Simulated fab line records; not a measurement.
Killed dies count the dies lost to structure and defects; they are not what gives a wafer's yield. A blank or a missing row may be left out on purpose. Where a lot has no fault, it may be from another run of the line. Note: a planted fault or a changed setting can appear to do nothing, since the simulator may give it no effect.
Matching of chambers / flow n5_finfet / N5_FIN_SAQP_MANDREL_ETCH_58 on rie_si-02: 4 sister chambers
The step etches a-Si in HBr/Cl2, stops on SiNx, target depth 45 nm, bt time 10 s, time 27 s. 4 wafers are shown with their chamber, then 9 later ones without.

WAFERS PAIRED WITH THEIR CHAMBERS
wafer=L083.3; chamber=1; throttle_valve_pct (%)=35.81
wafer=L089.1; chamber=0; throttle_valve_pct (%)=35.35
wafer=L089.2; chamber=2; throttle_valve_pct (%)=35.36
wafer=L089.3; chamber=3; throttle_valve_pct (%)=35.62

WAFERS WITH NO CHAMBER GIVEN
wafer=L092.1; throttle_valve_pct (%)=35.79
wafer=L092.2; throttle_valve_pct (%)=35.40
wafer=L092.3; throttle_valve_pct (%)=35.64
wafer=L092.4; throttle_valve_pct (%)=35.31
wafer=L092.5; throttle_valve_pct (%)=35.36
wafer=L092.6; throttle_valve_pct (%)=35.64
wafer=L094.2; throttle_valve_pct (%)=35.34
wafer=L094.5; throttle_valve_pct (%)=35.35
wafer=L094.6; throttle_valve_pct (%)=35.80

EACH ONE'S CHAMBER
wafer=L092.1; from the rows above=1; in truth=1
wafer=L092.2; from the rows above=can't be placed: 2 or 0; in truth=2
wafer=L092.3; from the rows above=3; in truth=3
wafer=L092.4; from the rows above=can't be placed: 0 or 2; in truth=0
wafer=L092.5; from the rows above=can't be placed: 2 or 0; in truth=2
wafer=L092.6; from the rows above=3; in truth=3
wafer=L094.2; from the rows above=can't be placed: 0 or 2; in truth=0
wafer=L094.5; from the rows above=can't be placed: 0 or 2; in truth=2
wafer=L094.6; from the rows above=1; in truth=1
4 of 9 placed correctly. Not placeable from these rows: 5 (in 5, the candidates include the true chamber). Wrongly placed: 0.
How it was worked out, from the rows above alone: a wafer's distance from a chamber is the root of the sum, over the readings, of the square of ((its reading less the chamber's mean) divided by the reading's scatter). If the next closest chamber is less than 2 further off than the closest, the wafer can't be placed; otherwise it belongs to the closest. A chamber's mean is the mean of its shown wafers. The scatter: root of mean squared gap, hidden wafer to nearest shown wafer, with one shown wafer a chamber.
